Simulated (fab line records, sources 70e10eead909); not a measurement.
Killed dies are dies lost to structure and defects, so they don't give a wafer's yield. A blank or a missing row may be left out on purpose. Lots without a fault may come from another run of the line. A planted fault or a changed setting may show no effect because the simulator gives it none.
A struck lot beside a sound one | flow nand_harc | 38 steps out of a route of 1302
Sound: wafers L166.1, L166.3, L166.6. Struck: wafers L180.2, L180.3, L180.6. The cause comes at the end.
At each step with rows: each side's tool, then ch and its chambers, then its first start. Under that, the readings that differ: sound wafers | struck wafers | difference of the means | sigmas: that difference in standard deviations of wafers without a fault.
alike: readings whose means differ by less than 2 such deviations, and words and numbers that are the same on both sides. not compared: withheld readings, readings that some wafer has no value for, bounds like >300 that may hide the same value, and numbers for which the record gives no deviation and whose values overlap.
The two part at a step that has a row with sigmas, a row that says differs or no value, or rows on one side only. Numbers that don't overlap but have no deviation are shown without sigmas and don't part them. A reading that every wafer of one side lacks parts them only if that side has two wafers or more.

first, 3 steps without rows for these wafers: NHARC_A_SLIT_ETCH_26 (etches the open film in C4F8/O2/Ar, time 90 s, target depth 400 nm); NHARC_A_SLIT_STRIP_28 (strips in O2/COS); NHARC_A_SLIT_ETCH_29 (etches the open film in CF4/O2, target depth 100 nm, overetch 10 nm, time 55 s).
NHARC_A_SLIT_STRIP_18: strips in O2.
  sound on rie_diel-10 ch 0,1,2; struck on rie_diel-10 ch 1,2,3
  alike: drypump_motor_current_A, oes_product_au, rf_vpp_V, showerhead_plenum_p_Torr, throttle_valve_pct
  not compared: rf_hours_counter_h
then, 2 steps without rows for these wafers: NHARC_A_SLIT_PRECLEAN_19 (cleans in SC1); NHARC_A_SLIT_SRD_20.
NHARC_A_SLIT_CD_MEAS_21:
  sound on cd_sem-01, day 22 03:12; struck on cd_sem-01, day 28 08:08
  alike: cd_nm
then, 3 steps without rows for these wafers: NHARC_A_SIN_REMOVE_WET_00 (chemistry H3PO4, time 15300 s); NHARC_A_SIN_REMOVE_PRECLEAN_01 (cleans in SC1); NHARC_A_SIN_REMOVE_SRD_02.
NHARC_A_SIN_REMOVE_INSPECT_04:
  sound on defect_inspect-01, day 22 08:22; struck on defect_inspect-02, day 28 14:46
  alike: raw_defect_count
NHARC_A_WL_FILL_ALD_00: deposits Al2O3, target thk 3 nm, pulse time 3 s, ald cycles 30.
  sound on ald_hk-01 ch 1,2,3, day 22 08:26; struck on ald_hk-02 ch 2,3, day 28 14:49
  no value came back on the struck wafers for any of 5 readings (ald_cycles, heater_power_outer_w (W) and others); on the sound wafers ald_cycles reads 30 30 30
then, 1 step without rows for these wafers: NHARC_A_WL_FILL_RTA_01 (time 5 s).
NHARC_A_WL_FILL_ALD_02: deposits TiN, target thk 2 nm, pulse time 3 s, ald cycles 100.
  sound on ald_metal-01 ch 1,3, day 22 08:55; struck on ald_metal-01 ch 1,3, day 28 15:20
  alike: heater_power_outer_w, heater_power_w, precursor_pulse_height_rel, susceptor_temp_C
then, 1 step without rows for these wafers: NHARC_A_WL_FILL_CVD_03 (deposits W, target thk 40 nm, time 279 s).
NHARC_A_WL_FILL_ETCHBACK_04: etches the open film in NF3, target depth 60 nm, time 120 s.
  sound on rie_metal-03 ch 0,1, day 22 09:46; struck on rie_metal-02 ch 1, day 28 16:28
  alike: drypump_motor_current_A, he_backside_leak_sccm, oes_product_au
  not compared: rf_hours_counter_h
then, 16 steps without rows for these wafers: NHARC_A_WL_FILL_ETCHBACK_05 (etches the open film in Cl2/BCl3, target depth 22 nm, time 60 s); NHARC_A_WL_FILL_STRIP_27 (strips in N2/H2, time 20 s); NHARC_A_WL_FILL_STRIP_28 (strips in post etch residue remover, time 1200 s); NHARC_A_WL_FILL_PRECLEAN_06 (cleans in DIW, time 300 s); NHARC_A_WL_FILL_SRD_07; NHARC_A_WL_FILL_ANNEAL_08 (time 1800 s); NHARC_A_WL_FILL_ALD_10 (deposits SiO2, target thk 50 nm, pulse time 10 s, ald cycles 500); NHARC_A_WL_FILL_ETCHBACK_16 (etches the open film in C4F8/O2/Ar, target depth 120 nm, time 24 s); NHARC_A_WL_FILL_STRIP_29 (strips in O2, time 20 s); NHARC_A_WL_FILL_ETCHBACK_17 (etches the open film in Cl2/BCl3, target depth 4 nm, time 26.7 s); NHARC_A_WL_FILL_PRECLEAN_18 (cleans in dHF, time 30 s); NHARC_A_WL_FILL_SRD_21; NHARC_A_WL_FILL_CVD_23 (deposits poly-Si, target thk 40 nm, time 800 s); NHARC_A_WL_FILL_ETCHBACK_26 (etches the open film in HBr, target depth 52 nm, time 13.3 s); NHARC_A_WL_FILL_PRECLEAN_30 (cleans in dHF, time 10 s); NHARC_A_WL_FILL_SRD_14.
NHARC_A_WL_FILL_ALD_19: deposits TiN, target thk 2 nm, pulse time 3 s, ald cycles 100.
  sound on ald_metal-02 ch 0,1, day 23 05:26; struck on ald_metal-03 ch 1,2, day 29 15:07
  alike: heater_power_outer_w, heater_power_w, precursor_pulse_height_rel, susceptor_temp_C
then, 1 step without rows for these wafers: NHARC_A_WL_FILL_CVD_20 (deposits W, target thk 100 nm, time 74 s).
NHARC_A_WL_FILL_CMP_12: polishes, t overpolish 30 s, target thk 100 nm.
  sound on cmp-04 ch 1,2, day 23 05:49; struck on cmp-04 ch 0,2, day 29 15:29
  alike: motor_current_A, overpolish_run_s, time_to_endpoint_s
then, 1 step without rows for these wafers: NHARC_A_WL_FILL_SRD_31.
-- the record jumps here: 4 days lie between the struck wafers' starts before and after (it left off in module A_WL_FILL and takes up again in module END, whose first step shown is number 1301 of the route) --
NHARC_END_WLT_00:
  sound on prober-02, day 26 13:42; struck on prober-01, day 33 08:00
  reading                           | sound             | struck            | difference | sigmas
  VT_DECK1_BOTTOM                   | 0.875 0.867 0.878 | 5.969 6.007 5.981 | +5.112     | +99 or more
  VT_DECK1_BOTTOM_INNER             | 0.884 0.870 0.871 | 6.026 5.940 6.015 | +5.119     | +99 or more
  VT_DECK1_MEDIAN_NEAR_BOTTOM       | 0.879 0.880 0.869 | 5.988 5.988 6.008 | +5.119     | +99 or more
  VT_DECK1_MEDIAN_NEAR_BOTTOM_INNER | 0.877 0.882 0.878 | 6.019 5.982 5.976 | +5.113     | +99 or more
  VT_DECK1_MIDDLE                   | 0.895 0.887 0.885 | 5.983 6.020 6.051 | +5.129     | +99 or more
  VT_DECK1_MIDDLE_INNER             | 0.884 0.888 0.892 | 5.983 5.980 6.001 | +5.100     | +99 or more
  VT_DECK1_TOP                      | 0.903 0.901 0.898 | 5.996 6.051 5.940 | +5.095     | +99 or more
  VT_DECK1_TOP_INNER                | 0.907 0.905 0.905 | 5.992 5.979 5.958 | +5.071     | +99 or more
  VT_DECK2_BOTTOM                   | 0.867 0.871 0.877 | 5.992 6.072 6.038 | +5.162     | +99 or more
  VT_DECK2_BOTTOM_INNER             | 0.872 0.879 0.871 | 5.981 5.931 5.984 | +5.091     | +99 or more
  VT_DECK2_MEDIAN_NEAR_BOTTOM       | 0.868 0.876 0.869 | 6.006 5.989 5.978 | +5.120     | +99 or more
  VT_DECK2_MEDIAN_NEAR_BOTTOM_INNER | 0.873 0.875 0.872 | 5.954 6.064 6.015 | +5.138     | +99 or more
  VT_DECK2_MIDDLE                   | 0.888 0.889 0.883 | 5.972 5.972 5.978 | +5.087     | +99 or more
  VT_DECK2_MIDDLE_INNER             | 0.886 0.885 0.890 | 6.090 5.988 6.022 | +5.146     | +99 or more
  VT_DECK2_TOP                      | 0.903 0.898 0.899 | 6.019 5.997 5.979 | +5.098     | +99 or more
  VT_DECK2_TOP_INNER                | 0.890 0.892 0.896 | 6.033 5.999 6.009 | +5.121     | +99 or more
  not compared: hold
then, 1 step without rows for these wafers: NHARC_END_SORT_01.

WHERE THEY PART
First at NHARC_A_WL_FILL_ALD_00; last, within this record, at NHARC_END_WLT_00.

WHY: what the simulator had put in
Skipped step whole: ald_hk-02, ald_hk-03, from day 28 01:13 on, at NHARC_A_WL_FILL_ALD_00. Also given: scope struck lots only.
